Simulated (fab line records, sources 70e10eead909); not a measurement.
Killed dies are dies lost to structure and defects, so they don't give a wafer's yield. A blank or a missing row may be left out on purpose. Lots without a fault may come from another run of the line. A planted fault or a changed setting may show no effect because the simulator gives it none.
Chamber matching | flow nand_harc | NHARC_A_STAIRCASE_ETCH_444 on rie_diel-08: 4 sister chambers
The step etches the open film in C4F8/O2, target depth 20400 nm, time 6800 s. 8 wafers are shown with their chamber, then 9 later ones without.

WAFERS WITH THEIR CHAMBER
wafer  | chamber | rf_vpp_V (V) | oes_product_au (a.u.)
L074.1 | 3       | 798          | 0.936
L081.6 | 3       | 799          | 0.931
L086.1 | 0       | 811          | 0.927
L086.5 | 0       | 811          | 0.934
L090.5 | 2       | 811          | 0.997
L092.1 | 1       | 810          | 0.935
L092.5 | 1       | 810          | 0.924
L092.6 | 2       | 810          | 0.952

WAFERS WITHOUT THEIR CHAMBER
wafer  | rf_vpp_V (V) | oes_product_au (a.u.)
L094.2 | 810          | 0.929
L094.4 | 809          | 0.925
L094.5 | 811          | 0.928
L096.1 | 815          | 0.942
L096.3 | 809          | 0.929
L096.6 | 815          | 0.933
L097.1 | 809          | 0.917
L097.2 | 816          | 0.936
L097.6 | 810          | 0.918

WHICH CHAMBER EACH WENT THROUGH
wafer  | from the rows above          | in truth
L094.2 | can't be placed: 1 or 0      | 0
L094.4 | can't be placed: 1 or 0      | 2
L094.5 | can't be placed: 0 or 1      | 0
L096.1 | can't be placed: 0 or 2 or 1 | 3
L096.3 | 1                            | 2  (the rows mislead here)
L096.6 | can't be placed: 0 or 2      | 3
L097.1 | can't be placed: 1 or 0      | 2
L097.2 | can't be placed: 0 or 2      | 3
L097.6 | can't be placed: 1 or 0      | 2
Placed correctly: 0 of 9. Can't be placed from these rows: 8 (the true chamber is among the candidates in 2). Placed wrongly: 1.
How it was worked out, from the rows above alone: a wafer's distance from a chamber is the root of the sum, over the readings, of the square of ((its reading less the chamber's mean) divided by the reading's scatter). The wafer belongs to the nearest chamber; if the next one is less than 2 further off, it can't be placed. A chamber's mean is the mean of its shown wafers. The scatter: the root of (the sum of the squares of (reading less its chamber's mean) over the shown wafers, divided by (wafers less chambers)).
